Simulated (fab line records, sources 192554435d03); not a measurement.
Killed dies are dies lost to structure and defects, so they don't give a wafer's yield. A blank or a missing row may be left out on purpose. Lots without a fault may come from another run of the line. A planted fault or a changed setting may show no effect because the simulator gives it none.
Chamber matching | flow n5_finfet | N5_SDB_HM_DEP_00 on pecvd-04: 3 sister chambers
The step deposits SiNx from SiH4/NH3/N2, target thk 40 nm, time 35.3 s. 6 wafers are shown with their chamber, then 9 later ones without.

WAFERS WITH THEIR CHAMBER
wafer  | chamber | throttle_valve_pct (%) | showerhead_plenum_p_Torr (Torr)
L089.3 | 1       | 40.8                   | 5.10
L089.5 | 1       | 40.6                   | 5.09
L090.3 | 0       | 39.6                   | 5.11
L090.4 | 2       | 42.5                   | 5.13
L090.5 | 0       | 40.0                   | 5.11
L090.6 | 2       | 42.7                   | 5.14

WAFERS WITHOUT THEIR CHAMBER
wafer  | throttle_valve_pct (%) | showerhead_plenum_p_Torr (Torr)
L091.3 | 39.9                   | 5.08
L091.4 | 42.5                   | 5.13
L091.6 | 42.6                   | 5.13
L097.1 | 40.9                   | 5.10
L097.2 | 40.1                   | 5.09
L097.3 | 39.5                   | 5.09
L097.4 | 40.6                   | 5.10
L097.5 | 40.6                   | 5.09
L097.6 | 39.9                   | 5.12

WHICH CHAMBER EACH WENT THROUGH
wafer  | from the rows above     | in truth
L091.3 | can't be placed: 1 or 0 | 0
L091.4 | 2                       | 2
L091.6 | 2                       | 2
L097.1 | 1                       | 1
L097.2 | can't be placed: 1 or 0 | 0
L097.3 | 0                       | 0
L097.4 | 1                       | 1
L097.5 | 1                       | 1
L097.6 | 0                       | 0
Placed correctly: 7 of 9. Can't be placed from these rows: 2 (the true chamber is among the candidates in 2). Placed wrongly: 0.
How it was worked out, from the rows above alone: a wafer's distance from a chamber is the root of the sum, over the readings, of the square of ((its reading less the chamber's mean) divided by the reading's scatter). The wafer belongs to the nearest chamber; if the next one is less than 2 further off, it can't be placed. A chamber's mean is the mean of its shown wafers. The scatter: the root of (the sum of the squares of (reading less its chamber's mean) over the shown wafers, divided by (wafers less chambers)).
